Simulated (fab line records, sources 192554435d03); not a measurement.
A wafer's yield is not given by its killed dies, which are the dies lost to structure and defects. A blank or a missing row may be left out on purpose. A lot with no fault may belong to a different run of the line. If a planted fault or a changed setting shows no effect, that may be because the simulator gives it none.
The tool behind it: which one? / flow n5 finfet / 16 wafers from 6 lots sampled at 2 of the route's 1938 steps

## WHAT THE GAUGES READ, wafer by wafer
N5_BEOL_M6_CD_MEAS_18: pitch 80 nm, target cd 40 nm.
lot=L184; measured=day 9 09:33; on=cd sem-01; cd nm (nm)=40.2 41.0
lot=L187; measured=day 9 17:26; on=cd sem-01; cd nm (nm)=40.6 39.6 39.3
lot=L189; measured=day 10 21:33; on=cd sem-03; cd nm (nm)=39.4 40.2 40.3
lot=L195; measured=day 12 13:41; on=cd sem-01; cd nm (nm)=39.5 39.3 39.7
lot=L200; measured=day 13 13:53; on=cd sem-01; cd nm (nm)=41.6 40.8
lot=L203; measured=day 14 14:44; on=cd sem-02; cd nm (nm)=41.0 39.8 40.4

## TOOL THAT RAN EACH LOT (tool first, then ch and the chambers of the sampled wafers, then the start)
lot=L184; N5_BEOL_M6_ETCH_62=rie diel-05 ch 0,3, day 9 09:04
lot=L187; N5_BEOL_M6_ETCH_62=rie diel-01 ch 2,3, day 9 17:04
lot=L189; N5_BEOL_M6_ETCH_62=rie diel-03 ch 0,1, day 10 21:05
lot=L195; N5_BEOL_M6_ETCH_62=rie diel-05 ch 1,3, day 12 13:18
lot=L200; N5_BEOL_M6_ETCH_62=rie diel-01 ch 1,3, day 13 13:29
lot=L203; N5_BEOL_M6_ETCH_62=rie diel-01 ch 0,1, day 14 14:23
- N5_BEOL_M6_ETCH_62: etches SOC in N2/H2, target depth 110 nm, overetch 22 nm, time 165 s.

## THE ANSWER, worked out from the rows above alone
Rule: what is usual is taken from the lots themselves. The widest of any qualifying gaps counts: lots, ordered by their means at a reading, are off when they make up no more than a third of the lots, leave a main group of 4 or more, and stand apart from it by 3 or more times the standard deviation of that group's means. A main group whose means are all the same, to the digits that the tables above print for the reading, isn't used. A lot without any number at a reading at which 4 lots or more have one is off too. All remaining lots with rows at the step are treated as sound.
Nothing can be told from this: no lot is off at any reading shown.

## WHAT HAD BEEN PUT IN BY THE SIMULATOR
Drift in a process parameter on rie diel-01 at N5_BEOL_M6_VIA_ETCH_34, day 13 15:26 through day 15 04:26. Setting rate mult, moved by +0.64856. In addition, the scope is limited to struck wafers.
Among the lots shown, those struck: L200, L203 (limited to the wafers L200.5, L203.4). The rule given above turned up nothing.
